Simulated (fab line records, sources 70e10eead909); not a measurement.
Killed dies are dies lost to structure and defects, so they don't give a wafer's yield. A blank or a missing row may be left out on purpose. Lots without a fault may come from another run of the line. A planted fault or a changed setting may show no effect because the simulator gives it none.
Tool commonality check | flow nand_harc | 11 lots, 33 wafers sampled

WHY IT WAS OPENED
At NHARC_P_GATE_INSPECT_68 the reading raw_defect_count is flagged on 2 of 11 lots. Wafers without a fault read 207, standard deviation 88.
Rule: a lot is flagged when every wafer of it that has a number lies more than 4 standard deviations from that mean, or none has a number. The other lots count as sound.

lot  | measured     | on                | raw_defect_count, wafer by wafer | flag
L623 | day 5 09:59  | defect_inspect-02 | 232 195 246                      |
L624 | day 5 20:38  | defect_inspect-02 | 234 140 126                      |
L625 | day 6 08:23  | defect_inspect-01 | 215 127 438                      |
L626 | day 6 20:22  | defect_inspect-01 | 135 154 203                      |
L627 | day 6 20:29  | defect_inspect-02 | 120 121 170                      |
L635 | day 9 09:14  | defect_inspect-01 | 1322 1376 1427                   | FLAGGED
L636 | day 9 15:02  | defect_inspect-01 | 1379 1626 1524                   | FLAGGED
L640 | day 9 22:55  | defect_inspect-02 | 324 302 306                      |
L639 | day 10 07:32 | defect_inspect-01 | 224 481 277                      |
L642 | day 10 12:28 | defect_inspect-01 | 235 227 176                      |
L644 | day 10 17:47 | defect_inspect-01 | 278 205 241                      |
The numbers of the flagged lots are 1442 on average: +1235 against the usual, or +14 standard deviations.

WHICH TOOL RAN EACH LOT
The record holds 4 process steps before the reading, out of a route of 1159 steps. In each cell: the tool, then ch and the chambers that the sampled wafers went through, then the start.
lot  | flag    | NHARC_P_GATE_STRIP_75                | NHARC_P_GATE_STRIP_113               | NHARC_P_GATE_RTA_64              | NHARC_P_GATE_SPUTTER_79
L623 |         | plasma_asher-02 ch 0,1, day 5 04:03  | plasma_asher-02 ch 0,1, day 5 07:40  | rtp_anneal-02 ch 0, day 5 08:46  | pvd_sputter-01, day 5 09:11
L624 |         | plasma_asher-01 ch 0,1, day 5 14:37  | plasma_asher-02 ch 0,1, day 5 17:54  | rtp_anneal-02 ch 0, day 5 19:12  | pvd_sputter-03, day 5 19:42
L625 |         | plasma_asher-02 ch 0,1, day 6 02:25  | plasma_asher-01 ch 0,1, day 6 05:31  | rtp_anneal-01 ch 0, day 6 07:06  | pvd_sputter-03, day 6 07:36
L626 |         | plasma_asher-02 ch 0,1, day 6 14:11  | plasma_asher-01 ch 0,1, day 6 17:29  | rtp_anneal-02 ch 0, day 6 18:47  | pvd_sputter-01, day 6 19:16
L627 |         | plasma_asher-01 ch 0,1, day 6 14:34  | plasma_asher-02 ch 0,1, day 6 17:53  | rtp_anneal-01 ch 0, day 6 19:10  | pvd_sputter-01, day 6 19:38
L635 | FLAGGED | plasma_asher-01 ch 0,1, day 9 03:00  | plasma_asher-02 ch 0,1, day 9 06:41  | rtp_anneal-02 ch 0, day 9 07:58  | pvd_sputter-01, day 9 08:28
L636 | FLAGGED | plasma_asher-02 ch 0,1, day 9 09:23  | plasma_asher-02 ch 0,1, day 9 12:27  | rtp_anneal-02 ch 0, day 9 13:48  | pvd_sputter-01, day 9 14:15
L640 |         | plasma_asher-01 ch 0,1, day 9 17:02  | plasma_asher-02 ch 0,1, day 9 20:21  | rtp_anneal-01 ch 0, day 9 21:39  | pvd_sputter-03, day 9 22:08
L639 |         | plasma_asher-02 ch 0,1, day 10 01:46 | plasma_asher-01 ch 0,1, day 10 04:50 | rtp_anneal-01 ch 0, day 10 06:06 | pvd_sputter-03, day 10 06:34
L642 |         | plasma_asher-02 ch 0,1, day 10 06:46 | plasma_asher-02 ch 0,1, day 10 10:09 | rtp_anneal-01 ch 0, day 10 11:15 | pvd_sputter-02, day 10 11:41
L644 |         | plasma_asher-01 ch 0,1, day 10 12:06 | plasma_asher-01 ch 1, day 10 15:12   | rtp_anneal-01 ch 0, day 10 16:28 | pvd_sputter-02, day 10 16:58
What these steps do:
- NHARC_P_GATE_STRIP_75: strips in O2.
- NHARC_P_GATE_STRIP_113: strips in N2/H2, time 740 s.
- NHARC_P_GATE_RTA_64: time 1 s.
- NHARC_P_GATE_SPUTTER_79: material TiN, target thk 10 nm.
- NHARC_P_GATE_INSPECT_68

FLAGGED OVER TOTAL, TOOL BY TOOL (the gauges that took the reading come last)
step                    | tool              | lots run | flagged | share of the flagged lots | sound lots run after its first flagged lot
NHARC_P_GATE_STRIP_75   | plasma_asher-01   | 5        | 1       | some                      | 2 (L640,L644)
NHARC_P_GATE_STRIP_75   | plasma_asher-02   | 6        | 1       | some                      | 2 (L639,L642)
NHARC_P_GATE_STRIP_113  | plasma_asher-01   | 4        | 0       | none                      | -
NHARC_P_GATE_STRIP_113  | plasma_asher-02   | 7        | 2       | all                       | 2 (L640,L642)
NHARC_P_GATE_RTA_64     | rtp_anneal-01     | 6        | 0       | none                      | -
NHARC_P_GATE_RTA_64     | rtp_anneal-02     | 5        | 2       | all                       | 0
NHARC_P_GATE_SPUTTER_79 | pvd_sputter-01    | 5        | 2       | all                       | 0
NHARC_P_GATE_SPUTTER_79 | pvd_sputter-02    | 2        | 0       | none                      | -
NHARC_P_GATE_SPUTTER_79 | pvd_sputter-03    | 4        | 0       | none                      | -
NHARC_P_GATE_INSPECT_68 | defect_inspect-01 | 7        | 2       | all                       | 3 (L639,L642,L644)
NHARC_P_GATE_INSPECT_68 | defect_inspect-02 | 4        | 0       | none                      | -

WHAT THE TABLE ALLOWS
4 rows of the table ran every flagged lot: plasma_asher-02 at NHARC_P_GATE_STRIP_113, rtp_anneal-02 at NHARC_P_GATE_RTA_64, pvd_sputter-01 at NHARC_P_GATE_SPUTTER_79, defect_inspect-01 at NHARC_P_GATE_INSPECT_68.
- plasma_asher-02 at NHARC_P_GATE_STRIP_113: 2 of its 7 lots flagged. Sound lots ran on it after the first flagged one (L640, L642), which a lasting fault on the whole tool wouldn't allow.
- rtp_anneal-02 at NHARC_P_GATE_RTA_64: 2 of its 5 lots flagged. Its last sound lot is L626 (day 6 18:47), its first flagged lot L635 (day 9 07:58): a fault that began between those two fits.
- pvd_sputter-01 at NHARC_P_GATE_SPUTTER_79: 2 of its 5 lots flagged. Its last sound lot is L627 (day 6 19:38), its first flagged lot L635 (day 9 08:28): a fault that began between those two fits.
- defect_inspect-01 at NHARC_P_GATE_INSPECT_68: 2 of its 7 lots flagged. Sound lots ran on it after the first flagged one (L639, L642, L644), which a lasting fault on the whole tool wouldn't allow.
Counting lots can't tell these 2 tools apart, because each fits a fault that began at some hour. More lots, or a look at what each step does to the wafer, might.

WHAT THE SIMULATOR HAD PUT IN
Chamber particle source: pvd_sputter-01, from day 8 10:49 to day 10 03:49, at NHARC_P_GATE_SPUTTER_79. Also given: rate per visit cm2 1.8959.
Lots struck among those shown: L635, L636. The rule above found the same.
